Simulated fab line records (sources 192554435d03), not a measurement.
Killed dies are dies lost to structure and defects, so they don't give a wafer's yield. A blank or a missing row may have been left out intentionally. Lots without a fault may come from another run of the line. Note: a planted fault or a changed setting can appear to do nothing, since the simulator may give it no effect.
fab line records -- flow n5-finfet
record lots=10, wafers=30, last-day=18
route steps=1938 shown BEOL_M13@1692 PASSIVATION@1936
lots with no fault: from the same line, run without faults
start-h: the number of hours between the record's first day and the start of the first shown wafer of the lot -- wait-h: hours from the lot's prior step to this one -- " the same as in the row above -- L1.1+2: several wafers, shown together as one row -- - no value, or no start given -- * or withheld: withheld -- < > ~ a bound
route shown NAME@n: a module of which the file shows steps, and the number in the route of the first -- usual: mean/standard deviation taken from wafers without a fault -- same: alike in all rows -- chamber/n: place in a boat -- sites: the reading at each site -- _std_site: their standard deviation -- _edge_site: the outer-site mean with the inner-site mean subtracted -- radius-mm: how far each site lies from the wafer's centre -- mask NAME#n: copy n -- behind: the last tool/chamber to shape the wafer -- hold: reason for holding the lot/hours on hold/outcome of the hold -- device: transistor that didn't switch, given as n, p or np -- end of line: the same wafers' tests at the end of the route -- where a step has no rows: the recipe by itself -- killed: count of dies lost to structure and defects at first sort (not the wafer's yield) -- map: a wafer's dies, x killed, . not, _ none there
set.NAME: the setting the step ran with; set.NAME@STEP: the setting that earlier step ran with -- model.NAME: the simulator's own value behind a step, which no gauge read
one table for each step of the route and one row for each wafer, over a sample of lots
services: a tool's chamber out of use, with start hour (start-h, from the record's first day; less than 0 if before it), hours out, and reason
## steps
# step N5_BEOL_M13_DESCUM_33
# recipe chemistry=O2, time-s=7.9, source-power-w=50, bias-power-w=20, pressure-mtorr=20, rf-frequency-hz=2.712e+07, temp-c=40, o2-flow-sccm=225
# usual chamber-pressure-mTorr=20.00/0.041, drypump-motor-current-A=5.6/0.46, o2-flow-sccm=225.0/0.65, oes-product-au=0.81/0.085, rf-vpp-V=242.7/1.4, showerhead-plenum-p-Torr=2.07/0.076, throttle-valve-pct=20.4/0.31
lot.wafer,tool,chamber,start-h,wait-h,chamber-pressure-mTorr,drypump-motor-current-A,o2-flow-sccm,oes-product-au,rf-hours-counter-h,rf-vpp-V,showerhead-plenum-p-Torr,throttle-valve-pct
L373.1,rie-diel-02,2,255.72,0.0,20.00,5.8,224.7,0.66,248,242.1,2.03,20.0
L373.3,rie-diel-02,1,255.72,0.0,20.01,5.9,226.7,0.82,91,242.8,2.03,20.2
L373.5,rie-diel-02,2,255.72,0.0,20.00,5.8,224.8,0.65,-,241.1,2.03,20.0
L374.3,rie-diel-02,1,261.49,0.1,20.00,5.9,224.9,0.83,93,241.1,2.03,20.2
L374.4,rie-diel-02,2,261.49,0.1,19.99,5.7,225.3,0.66,250,241.8,2.03,20.0
L374.6,rie-diel-02,1,261.49,0.1,20.01,5.9,225.6,0.82,-,242.8,2.03,20.2
L376.1,rie-diel-04,3,274.65,0.1,20.03,5.3,224.5,0.70,236,243.1,2.15,20.3
L376.3,rie-diel-04,2,274.65,0.1,20.01,6.1,224.6,0.68,250,243.3,2.15,20.9
L376.5,rie-diel-04,0,274.65,0.1,19.99,5.5,225.5,0.92,-,242.7,2.07,20.7
L378.3,rie-diel-06,1,282.81,0.4,19.97,5.1,225.1,0.95,15,244.5,2.23,20.2
L378.4,rie-diel-06,2,282.81,0.4,20.01,4.8,224.6,0.87,32,244.0,2.13,20.1
L378.6,rie-diel-06,2,282.81,0.4,20.02,4.8,224.9,0.88,-,243.9,2.13,20.1
L383.1,rie-diel-06,1,311.47,0.1,20.01,5.1,225.5,0.91,26,245.1,2.23,20.2
L383.3,rie-diel-06,0,311.47,0.1,19.99,5.3,224.4,0.80,103,241.0,2.04,20.8
L383.4,rie-diel-06,3,311.47,0.1,19.97,5.3,225.6,0.69,216,240.0,1.96,20.7
L385.1,rie-diel-06,2,335.34,0.4,19.99,4.8,225.3,0.85,50,243.6,2.13,20.2
L385.2,rie-diel-06,0,335.34,0.4,19.98,5.3,224.3,0.79,111,241.8,2.03,20.8
L385.5,rie-diel-06,0,335.34,0.4,20.04,5.3,225.1,0.79,-,242.0,2.03,20.8
L388.2,rie-diel-04,2,341.80,0.0,19.99,6.1,225.4,0.92,12,242.3,2.15,20.4
L388.4,rie-diel-04,0,341.80,0.0,20.00,5.6,223.1,0.87,-,241.8,2.06,20.7
L388.6,rie-diel-04,1,341.80,0.0,19.98,6.5,225.2,0.75,-,242.7,2.11,20.3
L389.1,rie-diel-04,2,350.57,0.0,20.01,6.1,225.4,0.92,17,245.0,2.15,20.4
L389.5,rie-diel-04,0,350.57,0.0,20.00,5.5,225.1,0.86,-,242.9,2.06,20.7
L389.6,rie-diel-04,2,350.57,0.0,19.99,6.1,224.7,0.92,-,243.1,2.15,20.4
L394.1,rie-diel-04,0,380.25,0.0,19.99,5.5,226.0,0.84,57,242.1,2.06,20.7
L394.5,rie-diel-04,1,380.25,0.0,19.98,6.5,225.2,0.73,-,242.5,2.10,20.3
L394.6,rie-diel-04,2,380.25,0.0,19.99,6.1,225.1,0.90,-,244.5,2.14,20.4
L396.1,rie-diel-02,3,398.30,0.0,20.02,5.1,225.2,0.73,194,241.7,1.98,20.9
L396.4,rie-diel-02,0,398.30,0.0,20.00,5.9,225.4,0.71,242,244.9,2.04,20.8
L396.5,rie-diel-02,1,398.30,0.0,19.98,5.9,225.9,0.78,-,242.0,2.02,20.3
# step N5_BEOL_M13_ETCH_38
# recipe chemistry=CF4/N2, target=SiCN, target-depth-a=675, taper-deg=2, time-s=71.9, ion-energy-ev=150, mask-material=SiO2, pressure-mtorr=40, source-w=430, bias-w=70, Ar_flow_sccm=100, cf4-flow-sccm=60, n2-flow-sccm=60
# usual chamber-pressure-mTorr=40.00/0.039, drypump-motor-current-A=5.6/0.48, n2-flow-sccm=59.99/0.17, oes-product-au=0.80/0.079, rf-vpp-V=381.7/1.7, showerhead-plenum-p-Torr=2.19/0.064, throttle-valve-pct=15.5/0.32
lot.wafer,tool,chamber,start-h,wait-h,chamber-pressure-mTorr,drypump-motor-current-A,n2-flow-sccm,oes-product-au,rf-hours-counter-h,rf-vpp-V,showerhead-plenum-p-Torr,throttle-valve-pct
L373.1,rie-diel-04,2,259.29,-,40.01,6.1,59.80,0.67,245,381.6,2.27,15.9
L373.3,rie-diel-04,3,259.29,-,40.02,5.3,60.21,0.69,232,383.3,2.28,15.5
L373.5,rie-diel-04,1,259.29,-,39.99,6.5,59.95,0.76,-,382.0,2.20,15.2
L374.3,rie-diel-02,0,268.89,-,39.95,6.0,60.17,0.73,200,382.5,2.18,15.8
L374.4,rie-diel-02,1,268.89,-,39.98,5.9,60.27,0.81,-,380.8,2.14,15.2
L374.6,rie-diel-02,3,268.89,-,39.98,5.0,59.81,0.75,-,379.9,2.13,15.9
L376.1,rie-diel-06,3,275.52,-,39.97,5.3,59.99,0.73,204,379.0,2.11,15.9
L376.3,rie-diel-06,2,275.52,-,40.00,4.8,59.77,0.87,30,382.6,2.26,15.2
L376.5,rie-diel-06,3,275.52,-,40.04,5.2,60.19,0.73,-,378.7,2.11,15.9
L378.3,rie-diel-06,0,284.24,-,39.93,5.3,59.94,0.80,94,380.0,2.15,15.6
L378.4,rie-diel-06,1,284.24,-,40.00,5.1,59.97,0.90,16,386.7,2.35,15.2
L378.6,rie-diel-06,2,284.24,-,39.99,4.8,60.07,0.85,-,383.2,2.26,15.2
L383.1,rie-diel-02,1,316.16,-,40.02,5.9,59.67,0.80,112,381.2,2.13,15.2
L383.3,rie-diel-02,0,316.16,-,40.04,6.0,60.10,0.72,218,381.3,2.18,15.9
L383.4,rie-diel-02,2,316.16,-,40.00,5.7,59.88,0.91,12,382.7,2.18,15.0
L385.1,rie-diel-02,1,336.77,-,40.05,5.9,60.01,0.79,119,381.6,2.13,15.2
L385.2,rie-diel-02,0,336.77,-,40.00,5.9,59.84,0.71,225,381.5,2.17,15.9
L385.5,rie-diel-02,3,336.77,-,40.00,5.0,59.99,0.74,-,379.5,2.12,16.0
L388.2,rie-diel-04,2,343.71,-,40.03,6.1,59.79,0.91,13,384.0,2.27,15.4
L388.4,rie-diel-04,2,343.71,-,40.12,6.1,59.89,0.92,-,383.4,2.27,15.4
L388.6,rie-diel-04,0,343.71,-,40.11,5.6,60.01,0.86,-,380.3,2.16,15.5
L389.1,rie-diel-04,1,353.96,-,40.01,6.5,60.25,0.74,165,381.6,2.19,15.3
L389.5,rie-diel-04,1,353.96,-,39.93,6.5,59.86,0.74,-,382.4,2.19,15.3
L389.6,rie-diel-04,2,353.96,-,39.96,6.1,60.09,0.89,-,385.0,2.27,15.4
L394.1,rie-diel-02,0,380.98,-,40.08,6.0,60.12,0.71,237,382.2,2.17,15.9
L394.5,rie-diel-02,0,380.98,-,39.97,6.0,60.17,0.71,-,381.6,2.17,15.9
L394.6,rie-diel-02,3,380.98,-,39.95,5.1,60.02,0.73,-,381.3,2.12,16.0
L396.1,rie-diel-04,0,399.22,-,40.01,5.5,60.16,0.83,62,380.3,2.16,15.6
L396.4,rie-diel-04,2,399.22,-,39.98,6.1,59.73,0.88,33,383.8,2.26,15.5
L396.5,rie-diel-04,2,399.22,-,40.05,6.1,59.89,0.87,-,383.0,2.26,15.4
# step N5_BEOL_M13_PRE_CLEAN_42
# recipe gas=H2/He, time-s=30, temp-c=250
# usual heater-power-w=336/21
lot.wafer,tool,chamber,start-h,wait-h,heater-power-w
L373.1,pvd-sputter-01,-,259.75,0.0,370
L373.3,pvd-sputter-01,-,259.75,0.0,296
L373.5,pvd-sputter-01,-,259.75,0.0,348
L374.3,pvd-sputter-02,-,269.49,0.0,311
L374.4,pvd-sputter-02,-,269.49,0.0,361
L374.6,pvd-sputter-02,-,269.49,0.0,324
L376.1,pvd-sputter-01,-,275.83,0.0,305
L376.3,pvd-sputter-01,-,275.83,0.0,329
L376.5,pvd-sputter-01,-,275.83,0.0,327
L378.3,pvd-sputter-03,-,284.93,0.0,340
L378.4,pvd-sputter-03,-,284.93,0.0,372
L378.6,pvd-sputter-03,-,284.93,0.0,338
L383.1,pvd-sputter-02,-,316.59,0.0,328
L383.3,pvd-sputter-02,-,316.59,0.0,335
L383.4,pvd-sputter-02,-,316.59,0.0,313
L385.1,pvd-sputter-02,-,337.19,0.0,322
L385.2,pvd-sputter-02,-,337.19,0.0,364
L385.5,pvd-sputter-02,-,337.19,0.0,322
L388.2,pvd-sputter-02,-,344.66,0.0,316
L388.4,pvd-sputter-02,-,344.66,0.0,367
L388.6,pvd-sputter-02,-,344.66,0.0,311
L389.1,pvd-sputter-02,-,354.41,0.0,334
L389.5,pvd-sputter-02,-,354.41,0.0,312
L389.6,pvd-sputter-02,-,354.41,0.0,367
L394.1,pvd-sputter-02,-,381.39,0.0,362
L394.5,pvd-sputter-02,-,381.39,0.0,330
L394.6,pvd-sputter-02,-,381.39,0.0,336
L396.1,pvd-sputter-02,-,399.66,0.0,365
L396.4,pvd-sputter-02,-,399.66,0.0,309
L396.5,pvd-sputter-02,-,399.66,0.0,319
# step N5_BEOL_M13_DEP_53
# recipe material=SiCN, target-thk-a=500, temp-c=withheld, precursor=3MS/NH3, pressure-torr=3, rf-w=675, time-s=17.8
# usual showerhead-plenum-p-Torr=4.153/0.02, throttle-valve-pct=17.4/0.99
lot.wafer,tool,chamber,start-h,wait-h,showerhead-plenum-p-Torr,throttle-valve-pct
L373.1,pecvd-01,1,261.10,0.0,4.137,19.1
L373.3,pecvd-01,2,261.10,0.0,4.148,16.1
L373.5,pecvd-01,1,261.10,0.0,4.134,19.1
L374.3,pecvd-01,2,270.64,0.0,4.148,15.9
L374.4,pecvd-01,1,270.64,0.0,4.140,19.5
L374.6,pecvd-01,0,270.64,0.0,4.162,17.3
L376.1,pecvd-04,0,276.97,0.0,4.115,17.0
L376.3,pecvd-04,2,276.97,0.0,4.167,16.9
L376.5,pecvd-04,1,276.97,0.0,4.181,17.3
L378.3,pecvd-01,2,286.16,0.0,4.140,16.2
L378.4,pecvd-01,1,286.16,0.0,4.125,19.5
L378.6,pecvd-01,0,286.16,0.0,4.154,17.3
L383.1,pecvd-01,2,317.86,0.0,4.139,15.8
L383.3,pecvd-01,2,317.86,0.0,4.160,16.2
L383.4,pecvd-01,1,317.86,0.0,4.137,19.3
L385.1,pecvd-01,1,338.80,0.0,4.144,19.4
L385.2,pecvd-01,0,338.80,0.0,4.157,17.0
L385.5,pecvd-01,1,338.80,0.0,4.139,19.3
L388.2,pecvd-04,0,345.80,0.0,4.124,16.8
L388.4,pecvd-04,0,345.80,0.0,4.127,17.3
L388.6,pecvd-04,2,345.80,0.0,4.169,17.4
L389.1,pecvd-01,0,355.57,0.0,4.156,17.2
L389.5,pecvd-01,1,355.57,0.0,4.148,19.1
L389.6,pecvd-01,0,355.57,0.0,4.160,17.1
L394.1,pecvd-03,2,383.01,0.0,4.184,17.1
L394.5,pecvd-03,1,383.01,0.0,4.127,18.4
L394.6,pecvd-03,2,383.01,0.0,4.195,17.0
L396.1,pecvd-04,2,401.64,0.0,4.174,17.0
L396.4,pecvd-04,1,401.64,0.0,4.191,17.4
L396.5,pecvd-04,2,401.64,0.0,4.163,17.2
# step N5_BEOL_M13_INSPECT_55
# recipe inspect-instrument=darkfield, mode=post-dep
# usual raw-defect-count=78/27
lot.wafer,tool,chamber,start-h,wait-h,raw-defect-count
L373.1,defect-inspect-02,-,261.19,0.0,52
L373.3,defect-inspect-02,-,261.19,0.0,76
L373.5,defect-inspect-02,-,261.19,0.0,79
L374.3,defect-inspect-01,-,270.73,0.0,65
L374.4,defect-inspect-01,-,270.73,0.0,85
L374.6,defect-inspect-01,-,270.73,0.0,21
L376.1,defect-inspect-02,-,277.06,0.0,51
L376.3,defect-inspect-02,-,277.06,0.0,87
L376.5,defect-inspect-02,-,277.06,0.0,43
L378.3,defect-inspect-02,-,286.26,0.0,79
L378.4,defect-inspect-02,-,286.26,0.0,118
L378.6,defect-inspect-02,-,286.26,0.0,116
L383.1,defect-inspect-02,-,317.97,0.0,101
L383.3,defect-inspect-02,-,317.97,0.0,75
L383.4,defect-inspect-02,-,317.97,0.0,36
L385.1,defect-inspect-02,-,338.90,0.0,60
L385.2,defect-inspect-02,-,338.90,0.0,285
L385.5,defect-inspect-02,-,338.90,0.0,69
L388.2,defect-inspect-02,-,345.89,0.0,124
L388.4,defect-inspect-02,-,345.89,0.0,65
L388.6,defect-inspect-02,-,345.89,0.0,79
L389.1,defect-inspect-01,-,355.67,0.0,343
L389.5,defect-inspect-01,-,355.67,0.0,53
L389.6,defect-inspect-01,-,355.67,0.0,315
L394.1,defect-inspect-02,-,383.10,0.0,107
L394.5,defect-inspect-02,-,383.10,0.0,154
L394.6,defect-inspect-02,-,383.10,0.0,167
L396.1,defect-inspect-01,-,401.73,0.0,81
L396.4,defect-inspect-01,-,401.73,0.0,50
L396.5,defect-inspect-01,-,401.73,0.0,55
# step N5_PASSIVATION_PROBE_49
# usual defect-limited-yield=90.5/1.7, killed_at_M0_to_M3=37/12, killed_at_M4_up=14/5.2, killed-at-contacts=12/5.9, killed-at-front-end=45/14, killed-at-other=3.5/2.8, killed-dies=112/21, killed-open=73/15, killed-short=36/8.9, sort_bin_4_leakage=0.00/0.007, sort_bin_5_function=5.6/1.2, sort_bin_6_memory=3.5/0.68, sort_bin_8_speed=0.01/0.1, sort-n-pass=1068/21, sort-yield-pct=90.5/1.8
# same gross-dies=1180, killed-at-back-side=0
lot.wafer,tool,chamber,start-h,wait-h,defect-limited-yield[%],killed_at_M0_to_M3,killed_at_M4_up,killed-at-contacts,killed-at-front-end,killed-at-other,killed-dies,killed-open,killed-short,sort_bin_4_leakage[%],sort_bin_5_function[%],sort_bin_6_memory[%],sort_bin_8_speed[%],sort-n-pass,sort-yield-pct[%]
L385.1,prober-02,-,371.75,0.0,92.4,20,18,14,34,4,90,59,31,0,4.2,3.3,0,1090,92.4
L385.2,prober-02,-,371.80,0.1,85.3,29,100,6,37,2,174,49,28,0,9.8,3.6,0,1006,85.3
L385.5,prober-02,-,371.95,0.2,91.9,42,11,13,28,2,96,59,31,0,5.2,2.8,0,1084,91.9
L389.1,prober-01,-,379.91,0.6,83.0,42,111,8,35,5,201,71,27,0,10.6,4.6,0,979,83.0
L389.5,prober-01,-,380.11,0.8,92.9,28,7,16,28,5,84,56,23,0,4.7,2.0,0,1096,92.9
L389.6,prober-01,-,380.16,0.8,83.3,39,103,6,42,7,197,70,30,0,10.5,4.9,0,983,83.3
# killed by level:class
L385.1 STI_FIN_REVEAL:geometric-particle:open=9 MOL_CONTACT_COAG:geometric-particle:open=8 BEOL_M3:geometric-particle:open=8 FIN_SAQP:geometric-particle:open=7 GATE_CUT:geometric-particle:short=7 MOL_CONTACT_COAG:geometric-particle:short=6 FIN_SAQP:geometric-particle:short=4 BEOL_M1:geometric-particle:open=4
L385.2 BEOL_M13:unspecified=95 STI_FIN_REVEAL:geometric-particle:open=11 BEOL_M3:geometric-particle:open=8 BEOL_M2:geometric-particle:open=6 FIN_SAQP:geometric-particle:short=5 MOL_CONTACT_COAG:geometric-particle:open=5 BEOL_M3:geometric-particle:short=5 DUMMY_GATE:geometric-particle:open=4
L385.5 MOL_CONTACT_COAG:geometric-particle:open=10 BEOL_M1:geometric-particle:open=8 FIN_SAQP:geometric-particle:short=7 BEOL_M3:geometric-particle:open=7 BEOL_M2:geometric-particle:open=7 BEOL_M0_SAQP:geometric-particle:open=6 BEOL_M0_SAQP:geometric-particle:short=4 STI_FIN_REVEAL:geometric-particle:open=3
L389.1 BEOL_M13:unspecified=101 STI_FIN_REVEAL:geometric-particle:open=12 FIN_SAQP:geometric-particle:open=8 BEOL_M1:geometric-particle:open=8 BEOL_M0_SAQP:geometric-particle:short=7 MOL_CONTACT_COAG:geometric-particle:open=6 BEOL_M0_SAQP:geometric-particle:open=6 BEOL_M2:geometric-particle:open=6
L389.5 MOL_CONTACT_COAG:geometric-particle:open=10 BEOL_M3:geometric-particle:open=10 STI_FIN_REVEAL:geometric-particle:open=7 STARTING-WAFER:geometric-particle:short=6 BEOL_M2:geometric-particle:open=5 MOL_CONTACT_COAG:geometric-particle:short=4 BEOL_M1:geometric-particle:open=4 FIN_SAQP:geometric-particle:open=3
L389.6 BEOL_M13:unspecified=94 FIN_SAQP:geometric-particle:open=8 BEOL_M0_SAQP:geometric-particle:open=8 BEOL_M0_SAQP:geometric-particle:short=7 STI_FIN_REVEAL:geometric-particle:open=6 BEOL_M2:geometric-particle:open=6 BEOL_M3:geometric-particle:open=6 FIN_SAQP:geometric-particle:short=5
## services
tool,chamber,start-h,hours,kind
pecvd-01,1,234.87,10.4,repair
rie-diel-02,3,243.66,9.1,repair
pecvd-03,2,244.72,4.9,repair
rie-diel-02,2,249.10,3.6,repair
pecvd-04,-,255.35,2.8,pm
rie-diel-06,-,266.11,2.8,pm
rie-diel-04,0,266.58,4.5,repair
rie-diel-04,2,276.19,-,clean
rie-diel-04,2,276.19,-,consumable-replace:focus-ring
rie-diel-04,2,276.19,25.5,scheduled-down
rie-diel-04,2,276.19,25.5,vent-cycle
pvd-sputter-02,-,288.91,7.9,repair
pvd-sputter-02,-,303.50,6.2,repair
pecvd-04,-,309.26,0.5,repair
pecvd-03,0,313.88,4.4,repair
pecvd-03,-,315.59,5.5,pm
pecvd-03,-,329.55,15.6,pm
rie-diel-06,3,330.98,3.6,repair
rie-diel-06,3,344.09,19.8,repair
rie-diel-06,0,359.62,9.0,repair
rie-diel-06,1,372.98,32.4,repair
pecvd-04,-,375.29,6.0,pm
rie-diel-06,0,375.92,6.5,repair
rie-diel-04,1,393.86,2.4,repair
## key
first-sign step=N5_BEOL_M13_INSPECT_55, reading=raw-defect-count, direction=up, sigmas=8.8, usual=78, struck=314
effect step=N5_PASSIVATION_PROBE_49, reading=killed_at_M4_up, direction=up, sigmas=17, usual=14, struck=105
more-kills-born-at N5_BEOL_M13_DEP_53@pecvd-01=290
met-at N5_BEOL_M13_DEP_53
struck-lots L385,L389
struck-wafers L385.2,L389.1,L389.6
not-acting-at N5_BEOL_M13_DESCUM_33,N5_BEOL_M13_ETCH_38,N5_BEOL_M13_PRE_CLEAN_42
onset-between 286.16 338.80
fault kind=chamber-particle-source, tool=pecvd-01, chamber=0, onset-h=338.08, steps=N5_BEOL_M13_DEP_53, rate-per-visit-cm2=0.38927, end-h=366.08
